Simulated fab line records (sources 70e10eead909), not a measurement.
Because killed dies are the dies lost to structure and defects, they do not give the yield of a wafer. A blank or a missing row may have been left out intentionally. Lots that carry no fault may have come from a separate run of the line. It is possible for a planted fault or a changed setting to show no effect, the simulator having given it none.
Which tool did it? | flow nand harc | Sampling: 21 lots, 63 wafers, 6 of 1159 route steps

WHAT THE GAUGES READ, wafer by wafer
The record lacks any reading of a measuring or inspecting step that a usual standard deviation could be used to judge.

EACH LOT AND THE TOOL THAT RAN IT (in order: tool; ch and the chambers of the sampled wafers; start)
lot  | NHARC_A_STAIRCASE_DESCUM_11        | NHARC_A_STAIRCASE_DESCUM_186       | NHARC_A_STAIRCASE_ETCH_190                    | NHARC_A_STAIRCASE_ETCH_197                    | NHARC_A_STAIRCASE_TRIM_220         | NHARC_A_STAIRCASE_ETCH_292
L074 | rie diel-04 ch 0,2, day 10 19:56   | rie diel-09 ch 1,3, day 10 23:46   | rie diel-09 ch 1,3, day 11 04:49 or earlier   | rie diel-09 ch 1,2,3, day 11 04:49 or earlier | rie diel-04 ch 1,3, day 11 04:49   | rie diel-04 ch 2,3, day 11 12:53
L076 | rie diel-11 ch 0,2,3, day 10 20:07 | rie diel-11 ch 0,3, day 10 23:58   | rie diel-11 ch 0,3, day 11 03:50 or earlier   | rie diel-11 ch 0,3, day 11 03:50 or earlier   | rie diel-04 ch 0,1, day 11 03:50   | rie diel-04 ch 0,1,2, day 11 12:37
L077 | rie diel-11 ch 0,1,3, day 11 15:40 | rie diel-11 ch 0,1, day 11 19:46   | rie diel-11 ch 0,2,3, day 12 00:04 or earlier | rie diel-04 ch 0,1, day 12 00:04 or earlier   | rie diel-11 ch 1,3, day 12 00:04   | rie diel-04 ch 0,1,3, day 12 09:10
L078 | rie diel-04 ch 1,2,3, day 11 15:52 | rie diel-11 ch 1,2,3, day 11 19:43 | rie diel-11 ch 1,2, day 11 23:46 or earlier   | rie diel-11 ch 0,2,3, day 11 23:46 or earlier | rie diel-04 ch 0,2, day 11 23:46   | rie diel-04 ch 1,2, day 12 09:32
L079 | rie diel-04 ch 0,1,3, day 12 00:14 | rie diel-11 ch 0,1, day 12 07:25   | rie diel-11 ch 0,1,2, day 12 11:33 or earlier | rie diel-11 ch 0,2,3, day 12 11:33 or earlier | rie diel-09 ch 2,3, day 12 11:33   | rie diel-09 ch 1,2,3, day 12 20:50
L080 | rie diel-04 ch 1,2,3, day 12 04:25 | rie diel-09 ch 1,2, day 12 08:16   | rie diel-09 ch 1,2, day 12 12:33 or earlier   | rie diel-09 ch 2,3, day 12 12:33 or earlier   | rie diel-09 ch 0,2,3, day 12 12:33 | rie diel-04 ch 1,2,3, day 12 21:04
L082 | rie diel-11 ch 0,1,3, day 12 11:59 | rie diel-11 ch 0,2,3, day 12 15:50 | rie diel-11 ch 0,1,2, day 12 19:51 or earlier | rie diel-04 ch 1,2,3, day 12 19:51 or earlier | rie diel-11 ch 0,1,3, day 12 19:51 | rie diel-09 ch 0,1,2, day 13 03:47
L081 | rie diel-04 ch 0,2,3, day 12 12:16 | rie diel-11 ch 0,1,3, day 12 16:16 | rie diel-11 ch 0,1,2, day 12 20:26 or earlier | rie diel-11 ch 0,1,2, day 12 20:26 or earlier | rie diel-04 ch 0,2, day 12 20:26   | rie diel-11 ch 1,2,3, day 13 05:33
L084 | rie diel-04 ch 0,2,3, day 13 00:00 | rie diel-11 ch 0,1,3, day 13 03:52 | rie diel-11 ch 1,2,3, day 13 10:08 or earlier | rie diel-09 ch 1,2,3, day 13 10:08 or earlier | rie diel-11 ch 0,1,3, day 13 10:08 | rie diel-04 ch 0,2,3, day 13 19:55
L083 | rie diel-09 ch 0,1,2, day 13 03:44 | rie diel-04 ch 0,2,3, day 13 10:05 | rie diel-04 ch 0,2,3, day 13 15:55 or earlier | rie diel-09 ch 1,2,3, day 13 15:55 or earlier | rie diel-11 ch 0,1,2, day 13 15:55 | rie diel-11 ch 0,2,3, day 13 23:35
L085 | rie diel-11 ch 0,1,2, day 13 14:37 | rie diel-04 ch 1,2, day 13 18:27   | rie diel-04 ch 0,3, day 13 22:17 or earlier   | rie diel-09 ch 1,2,3, day 13 22:17 or earlier | rie diel-11 ch 0,1,2, day 13 22:17 | rie diel-11 ch 1,2, day 14 08:24
L086 | rie diel-09 ch 0,2, day 13 18:06   | rie diel-04 ch 0,1, day 13 22:06   | rie diel-04 ch 1,3, day 14 01:53 or earlier   | rie diel-04 ch 0,1, day 14 01:53 or earlier   | rie diel-04 ch 1,3, day 14 01:53   | rie diel-09 ch 0,1, day 14 10:16
L087 | rie diel-09 ch 2,3, day 13 18:50   | rie diel-04 ch 0,2,3, day 13 23:22 | rie diel-04 ch 1,3, day 14 03:07 or earlier   | rie diel-04 ch 0,1, day 14 03:07 or earlier   | rie diel-09 ch 0,1,3, day 14 03:07 | rie diel-04 ch 0,2,3, day 14 10:33
L089 | rie diel-11 ch 1,2, day 14 15:34   | rie diel-04 ch 0,2, day 14 20:52   | rie diel-04 ch 1,2,3, day 15 00:47 or earlier | rie diel-04 ch 0,3, day 15 00:47 or earlier   | rie diel-04 ch 0,1,2, day 15 00:47 | rie diel-09 ch 1,2,3, day 15 10:29
L088 | rie diel-09 ch 0,1, day 14 16:07   | rie diel-09 ch 0,1,2, day 14 20:07 | rie diel-09 ch 0,1, day 14 23:54 or earlier   | rie diel-09 ch 0,1, day 14 23:54 or earlier   | rie diel-04 ch 2,3, day 14 23:54   | rie diel-04 ch 0,1,2, day 15 07:32
L091 | rie diel-09 ch 1,2,3, day 15 06:16 | rie diel-04 ch 0,1, day 15 09:51   | rie diel-04 ch 0,1,3, day 15 14:04 or earlier | rie diel-04 ch 0,3, day 15 14:04 or earlier   | rie diel-04 ch 0,2, day 15 14:04   | rie diel-04 ch 2,3, day 15 22:28
L092 | rie diel-11 ch 0,1, day 15 06:40   | rie diel-11 ch 1,3, day 15 10:31   | rie diel-11 ch 0,3, day 15 15:02 or earlier   | rie diel-04 ch 0,1,3, day 15 15:02 or earlier | rie diel-04 ch 0,2,3, day 15 15:02 | rie diel-09 ch 0,1,2, day 16 00:20
L094 | rie diel-11 ch 2,3, day 15 18:38   | rie diel-11 ch 0,2,3, day 15 22:38 | rie diel-11 ch 0,3, day 16 03:26 or earlier   | rie diel-04 ch 1,2, day 16 03:26 or earlier   | rie diel-09 ch 0,1,3, day 16 03:26 | rie diel-04 ch 0,1,2, day 16 14:08
L093 | rie diel-04 ch 0,3, day 15 18:56   | rie diel-09 ch 0,3, day 15 22:56   | rie diel-09 ch 1,3, day 16 04:34 or earlier   | rie diel-09 ch 1,2, day 16 04:34 or earlier   | rie diel-09 ch 1,2,3, day 16 04:34 | rie diel-09 ch 0,2,3, day 16 15:58
L096 | rie diel-04 ch 1,2,3, day 16 00:24 | rie diel-09 ch 1,3, day 16 06:25   | rie diel-09 ch 0,1,2, day 16 11:42 or earlier | rie diel-11 ch 0,2, day 16 11:42 or earlier   | rie diel-09 ch 1,2,3, day 16 11:42 | rie diel-09 ch 1,2, day 16 20:15
L097 | rie diel-11 ch 0,1,2, day 16 01:07 | rie diel-09 ch 0,2,3, day 16 08:05 | rie diel-09 ch 1,2,3, day 16 14:02 or earlier | rie diel-09 ch 1,2,3, day 16 14:02 or earlier | rie diel-04 ch 0,2,3, day 16 14:02 | rie diel-09 ch 0,1,3, day 16 22:48
- NHARC_A_STAIRCASE_DESCUM_11: chemistry O2, time 3 s.
- NHARC_A_STAIRCASE_DESCUM_186: chemistry O2, time 3 s.
- NHARC_A_STAIRCASE_ETCH_190: etches the open film in C4F8/O2, target depth 100 nm, time 40.5 s.
- NHARC_A_STAIRCASE_ETCH_197: etches the open film in C4F8/O2, target depth 100 nm, time 40.5 s.
- NHARC_A_STAIRCASE_TRIM_220: chemistry O2, time 211.2 s.
- NHARC_A_STAIRCASE_ETCH_292: etches the open film in CF4/CHF3.

AS READ BY THE TOOLS THEMSELVES (means over the sampled wafers that have a number; for cases with no such wafer, the mark the record gives instead)
NHARC_A_STAIRCASE_DESCUM_11.
lot  | tool        | drypump motor current A (A) | mfc ar sccm (sccm) | oes product au (a.u.) | rf vpp V (V) | showerhead plenum p Torr (Torr) | throttle valve pct (%)
L074 | rie diel-04 | 5.7                         | 0.004              | 1.013                 | 58.6         | 2.00                            | 11.313
L076 | rie diel-11 | 5.7                         | 0.004              | 1.003                 | 58.1         | 1.93                            | 11.316
L077 | rie diel-11 | 5.4                         | 0.004              | 0.995                 | 56.9         | 1.88                            | 11.308
L078 | rie diel-04 | 5.6                         | 0.008              | 1.011                 | 58.2         | 1.97                            | 11.313
L079 | rie diel-04 | 5.7                         | 0.012              | 0.999                 | 58.2         | 1.96                            | 11.307
L080 | rie diel-04 | 5.6                         | 0.008              | 1.005                 | 57.4         | 1.97                            | 11.313
L082 | rie diel-11 | 5.4                         | 0.004              | 0.998                 | 57.8         | 1.87                            | 11.307
L081 | rie diel-04 | 5.8                         | 0.004              | 1.002                 | 58.4         | 1.96                            | 11.309
L084 | rie diel-04 | 5.8                         | 0.004              | 1.006                 | 57.9         | 1.96                            | 11.307
L083 | rie diel-09 | 5.9                         | 0.009              | 0.994                 | 58.7         | 1.98                            | 11.315
L085 | rie diel-11 | 5.8                         | 0.000              | 1.010                 | 58.5         | 1.90                            | 11.302
L086 | rie diel-09 | 5.4                         | 0.014              | 1.006                 | 57.5         | 1.96                            | 11.310
L087 | rie diel-09 | 5.6                         | 0.029              | 1.006                 | 57.6         | 1.87                            | 11.306
L089 | rie diel-11 | 5.8                         | 0.000              | 0.999                 | 58.1         | 1.92                            | 11.311
L088 | rie diel-09 | 5.9                         | 0.003              | 1.009                 | 58.3         | 2.00                            | 11.311
L091 | rie diel-09 | 5.9                         | 0.019              | 0.999                 | 57.9         | 1.92                            | 11.314
L092 | rie diel-11 | 5.5                         | 0.000              | 1.005                 | 58.3         | 1.84                            | 11.311
L094 | rie diel-11 | 5.7                         | 0.004              | 1.002                 | 57.8         | 1.93                            | 11.316
L093 | rie diel-04 | 5.8                         | 0.009              | 1.005                 | 57.6         | 1.95                            | 11.306
L096 | rie diel-04 | 5.6                         | 0.008              | 1.004                 | 58.1         | 1.96                            | 11.307
L097 | rie diel-11 | 5.8                         | 0.000              | 1.005                 | 57.0         | 1.89                            | 11.305

NHARC_A_STAIRCASE_DESCUM_186.
lot  | tool        | drypump motor current A (A) | mfc ar sccm (sccm) | oes product au (a.u.) | rf vpp V (V) | showerhead plenum p Torr (Torr) | throttle valve pct (%)
L074 | rie diel-09 | 6.0                         | 0.024              | 0.998                 | 58.1         | 1.90                            | 11.304
L076 | rie diel-11 | 5.3                         | 0.008              | 0.993                 | 57.6         | 1.90                            | 11.305
L077 | rie diel-11 | 5.5                         | 0.000              | 1.005                 | 58.1         | 1.85                            | 11.321
L078 | rie diel-11 | 5.4                         | 0.004              | 1.001                 | 58.1         | 1.90                            | 11.310
L079 | rie diel-11 | 5.8                         | 0.001              | 1.011                 | 55.9         | 1.88                            | 11.307
L080 | rie diel-09 | 5.8                         | 0.015              | 0.998                 | 57.7         | 1.96                            | 11.318
L082 | rie diel-11 | 5.7                         | 0.004              | 1.004                 | 57.1         | 1.92                            | 11.317
L081 | rie diel-11 | 5.4                         | 0.004              | 1.011                 | 57.5         | 1.87                            | 11.305
L084 | rie diel-11 | 5.4                         | 0.004              | 1.013                 | 57.1         | 1.87                            | 11.317
L083 | rie diel-04 | 5.8                         | 0.004              | 1.007                 | 58.3         | 1.96                            | 11.307
L085 | rie diel-04 | 5.4                         | 0.015              | 1.009                 | 58.7         | 2.00                            | 11.314
L086 | rie diel-04 | 5.5                         | 0.016              | 1.009                 | 57.2         | 1.99                            | 11.313
L087 | rie diel-04 | 5.8                         | 0.004              | 1.006                 | 57.7         | 1.96                            | 11.323
L089 | rie diel-04 | 5.7                         | 0.009              | 1.009                 | 57.9         | 1.98                            | 11.314
L088 | rie diel-09 | 5.9                         | 0.009              | 0.995                 | 57.8         | 1.98                            | 11.314
L091 | rie diel-04 | 5.4                         | 0.020              | 1.010                 | 58.4         | 1.99                            | 11.320
L092 | rie diel-11 | 5.1                         | 0.007              | 1.006                 | 58.2         | 1.86                            | 11.319
L094 | rie diel-11 | 5.7                         | 0.004              | 1.006                 | 58.2         | 1.91                            | 11.304
L093 | rie diel-09 | 5.6                         | 0.023              | 1.006                 | 58.0         | 1.89                            | 11.312
L096 | rie diel-09 | 6.1                         | 0.024              | 1.007                 | 57.9         | 1.89                            | 11.312
L097 | rie diel-09 | 5.5                         | 0.018              | 1.002                 | 58.5         | 1.92                            | 11.311

NHARC_A_STAIRCASE_ETCH_190.
lot  | tool        | oes product au (a.u.) | rf vpp V (V)
L074 | rie diel-09 | 0.933                 | 899
L076 | rie diel-11 | 0.936                 | 896
L077 | rie diel-11 | 0.943                 | 897
L078 | rie diel-11 | 0.946                 | 893
L079 | rie diel-11 | 0.941                 | 895
L080 | rie diel-09 | 0.935                 | 901
L082 | rie diel-11 | 0.945                 | 895
L081 | rie diel-11 | 0.939                 | 894
L084 | rie diel-11 | 0.943                 | 894
L083 | rie diel-04 | 0.949                 | 900
L085 | rie diel-04 | 0.940                 | 899
L086 | rie diel-04 | 0.945                 | 897
L087 | rie diel-04 | 0.943                 | 899
L089 | rie diel-04 | 0.955                 | 898
L088 | rie diel-09 | 0.930                 | 901
L091 | rie diel-04 | 0.949                 | 898
L092 | rie diel-11 | 0.938                 | 895
L094 | rie diel-11 | 0.925                 | 893
L093 | rie diel-09 | 0.944                 | 895
L096 | rie diel-09 | 0.938                 | 899
L097 | rie diel-09 | 0.944                 | 897

NHARC_A_STAIRCASE_ETCH_197.
lot  | tool        | oes product au (a.u.) | rf vpp V (V)
L074 | rie diel-09 | 0.946                 | 898
L076 | rie diel-11 | 0.941                 | 896
L077 | rie diel-04 | 0.954                 | 902
L078 | rie diel-11 | 0.955                 | 896
L079 | rie diel-11 | 0.958                 | 897
L080 | rie diel-09 | 0.937                 | 893
L082 | rie diel-04 | 0.973                 | 899
L081 | rie diel-11 | 0.953                 | 895
L084 | rie diel-09 | 0.961                 | 897
L083 | rie diel-09 | 0.985                 | 898
L085 | rie diel-09 | 0.953                 | 896
L086 | rie diel-04 | 0.947                 | 901
L087 | rie diel-04 | 0.967                 | 901
L089 | rie diel-04 | 0.953                 | 896
L088 | rie diel-09 | 0.941                 | 902
L091 | rie diel-04 | 0.947                 | 896
L092 | rie diel-04 | 0.975                 | 899
L094 | rie diel-04 | 0.960                 | 902
L093 | rie diel-09 | 0.932                 | 899
L096 | rie diel-11 | 0.928                 | 897
L097 | rie diel-09 | 0.934                 | 896

NHARC_A_STAIRCASE_TRIM_220.
lot  | tool        | drypump motor current A (A) | mfc ar sccm (sccm) | oes product au (a.u.) | rf vpp V (V) | showerhead plenum p Torr (Torr) | throttle valve pct (%)
L074 | rie diel-04 | 5.5                         | 0.015              | 0.994                 | 58.1         | 3.63                            | 17.043
L076 | rie diel-04 | 5.6                         | 0.016              | 1.007                 | 57.3         | 3.67                            | 17.031
L077 | rie diel-11 | 5.1                         | 0.007              | 0.999                 | 58.1         | 3.45                            | 17.035
L078 | rie diel-04 | 5.8                         | 0.009              | 1.002                 | 58.4         | 3.66                            | 17.035
L079 | rie diel-09 | 5.6                         | 0.029              | 0.993                 | 57.3         | 3.47                            | 17.035
L080 | rie diel-09 | 5.5                         | 0.018              | 1.009                 | 58.3         | 3.56                            | 17.033
L082 | rie diel-11 | 5.4                         | 0.004              | 0.999                 | 56.8         | 3.46                            | 17.037
L081 | rie diel-04 | 5.7                         | 0.004              | 1.008                 | 57.1         | 3.66                            | 17.045
L084 | rie diel-11 | 5.5                         | 0.004              | 1.001                 | 57.5         | 3.45                            | 17.037
L083 | rie diel-11 | 5.8                         | 0.000              | 1.003                 | 57.9         | 3.50                            | 17.038
L085 | rie diel-11 | 5.8                         | 0.000              | 1.011                 | 57.4         | 3.50                            | 17.035
L086 | rie diel-04 | 5.5                         | 0.015              | 1.007                 | 58.0         | 3.62                            | 17.036
L087 | rie diel-09 | 6.0                         | 0.013              | 1.001                 | 57.4         | 3.59                            | 17.028
L089 | rie diel-04 | 5.5                         | 0.012              | 1.008                 | 57.4         | 3.66                            | 17.028
L088 | rie diel-04 | 5.8                         | 0.000              | 1.007                 | 57.0         | 3.61                            | 17.034
L091 | rie diel-04 | 5.7                         | 0.009              | 1.007                 | 57.9         | 3.65                            | 17.038
L092 | rie diel-04 | 5.8                         | 0.004              | 1.007                 | 58.4         | 3.60                            | 17.035
L094 | rie diel-09 | 6.0                         | 0.013              | 1.003                 | 58.2         | 3.58                            | 17.035
L093 | rie diel-09 | 5.9                         | 0.019              | 0.998                 | 57.5         | 3.54                            | 17.043
L096 | rie diel-09 | 6.0                         | 0.019              | 0.991                 | 57.8         | 3.54                            | 17.038
L097 | rie diel-04 | 5.8                         | 0.004              | 1.004                 | 58.0         | 3.59                            | 17.021

NHARC_A_STAIRCASE_ETCH_292.
lot  | tool        | drypump motor current A (A) | mfc ar sccm (sccm) | oes product au (a.u.) | rf vpp V (V) | showerhead plenum p Torr (Torr) | throttle valve pct (%)
L074 | rie diel-04 | 5.8                         | 0.000              | 0.950                 | 371.5        | 1.62                            | 16.803
L076 | rie diel-04 | 5.5                         | 0.012              | 0.974                 | 372.3        | 1.64                            | 16.812
L077 | rie diel-04 | 5.7                         | 0.012              | 0.924                 | 370.6        | 1.61                            | 16.809
L078 | rie diel-04 | 5.5                         | 0.008              | 0.926                 | 372.6        | 1.64                            | 16.801
L079 | rie diel-09 | 5.9                         | 0.019              | 0.964                 | 371.0        | 1.59                            | 16.801
L080 | rie diel-04 | 5.6                         | 0.008              | 0.963                 | 372.0        | 1.61                            | 16.796
L082 | rie diel-09 | 5.9                         | 0.009              | 0.943                 | 372.3        | 1.63                            | 16.804
L081 | rie diel-11 | 5.5                         | 0.004              | 0.949                 | 369.8        | 1.56                            | 16.806
L084 | rie diel-04 | 5.8                         | 0.004              | 0.977                 | 371.5        | 1.61                            | 16.804
L083 | rie diel-11 | 5.6                         | 0.004              | 0.954                 | 370.5        | 1.58                            | 16.812
L085 | rie diel-11 | 5.8                         | 0.000              | 0.942                 | 371.6        | 1.58                            | 16.806
L086 | rie diel-09 | 6.3                         | 0.004              | 0.916                 | 372.7        | 1.64                            | 16.804
L087 | rie diel-04 | 5.8                         | 0.004              | 0.930                 | 372.0        | 1.61                            | 16.796
L089 | rie diel-09 | 5.9                         | 0.019              | 0.969                 | 371.2        | 1.58                            | 16.805
L088 | rie diel-04 | 5.5                         | 0.012              | 0.959                 | 373.0        | 1.63                            | 16.803
L091 | rie diel-04 | 5.9                         | 0.000              | 0.960                 | 370.9        | 1.58                            | 16.804
L092 | rie diel-09 | 5.9                         | 0.009              | 0.944                 | 372.8        | 1.62                            | 16.804
L094 | rie diel-04 | 5.5                         | 0.012              | 0.940                 | 372.3        | 1.63                            | 16.801
L093 | rie diel-09 | 5.5                         | 0.018              | 0.943                 | 371.4        | 1.58                            | 16.801
L096 | rie diel-09 | 5.8                         | 0.015              | 0.954                 | 371.5        | 1.60                            | 16.803
L097 | rie diel-09 | 6.0                         | 0.013              | 0.926                 | 371.7        | 1.60                            | 16.809

THE ANSWER, worked out from the rows above alone
Rule: what is usual is taken from the lots themselves. Put in order of their means at a reading, lots are off if they are a third of the lots or fewer, leave a main group of 4 or more, and stand apart from it by a gap of 3 or more times the standard deviation of the main group's means; of several such gaps the widest counts. The tables above print the reading to a certain number of digits; a main group whose means all agree to those digits is not used. A lot without any number at a reading at which 4 lots or more have one is off too. Any other lot the step has rows for is counted as sound. First the gauges in route order, then the tools' own readings, where a lot's mean is used as printed above. The first step at which some lot is off is used, and at that step the reading that is off furthest; a lot without a number counts as furthest.
No lot is off on any of the readings shown, so nothing can be concluded from this.

WHAT THE SIMULATOR PUT IN
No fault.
